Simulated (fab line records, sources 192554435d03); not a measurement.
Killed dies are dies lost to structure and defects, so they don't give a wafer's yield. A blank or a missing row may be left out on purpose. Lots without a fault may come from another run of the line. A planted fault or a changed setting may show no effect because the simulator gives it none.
Chamber matching | flow n5_finfet | N5_BEOL_M10_CMP_52 on cmp-01: 4 sister chambers
The step polishes, stops on SiCOH lowk, t overpolish 7 s, target thk 140 nm. 8 wafers are shown with their chamber, then 8 later ones without.

WAFERS WITH THEIR CHAMBER
wafer  | chamber | motor_current_A (A) | retaining_ring_pressure_frac
L075.5 | 0       | 6.5                 | 0.995
L080.6 | 3       | 6.3                 | 1.000
L081.2 | 2       | 7.1                 | 1.000
L081.4 | 3       | 6.2                 | 1.002
L085.2 | 2       | 7.0                 | 0.997
L085.4 | 0       | 6.6                 | 0.998
L085.5 | 1       | 6.6                 | 1.000
L088.3 | 1       | 6.6                 | 0.991

WAFERS WITHOUT THEIR CHAMBER
wafer  | motor_current_A (A) | retaining_ring_pressure_frac
L088.4 | 6.6                 | 0.999
L088.5 | 6.7                 | 0.992
L094.2 | 6.2                 | 1.006
L094.3 | 6.6                 | 0.992
L094.5 | 6.1                 | 1.002
L092.1 | 6.7                 | 0.999
L092.4 | 6.8                 | 1.003
L092.5 | 6.8                 | 0.993

WHICH CHAMBER EACH WENT THROUGH
wafer  | from the rows above          | in truth
L088.4 | can't be placed: 1 or 0      | 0
L088.5 | can't be placed: 1 or 0      | 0
L094.2 | 3                            | 3
L094.3 | can't be placed: 1 or 0      | 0
L094.5 | 3                            | 3
L092.1 | can't be placed: 1 or 0      | 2
L092.4 | can't be placed: 1 or 2 or 0 | 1
L092.5 | can't be placed: 1 or 0 or 2 | 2
Placed correctly: 2 of 8. Can't be placed from these rows: 6 (the true chamber is among the candidates in 5). Placed wrongly: 0.
How it was worked out, from the rows above alone: a wafer's distance from a chamber is the root of the sum, over the readings, of the square of ((its reading less the chamber's mean) divided by the reading's scatter). The wafer belongs to the nearest chamber; if the next one is less than 2 further off, it can't be placed. A chamber's mean is the mean of its shown wafers. The scatter: the root of (the sum of the squares of (reading less its chamber's mean) over the shown wafers, divided by (wafers less chambers)).
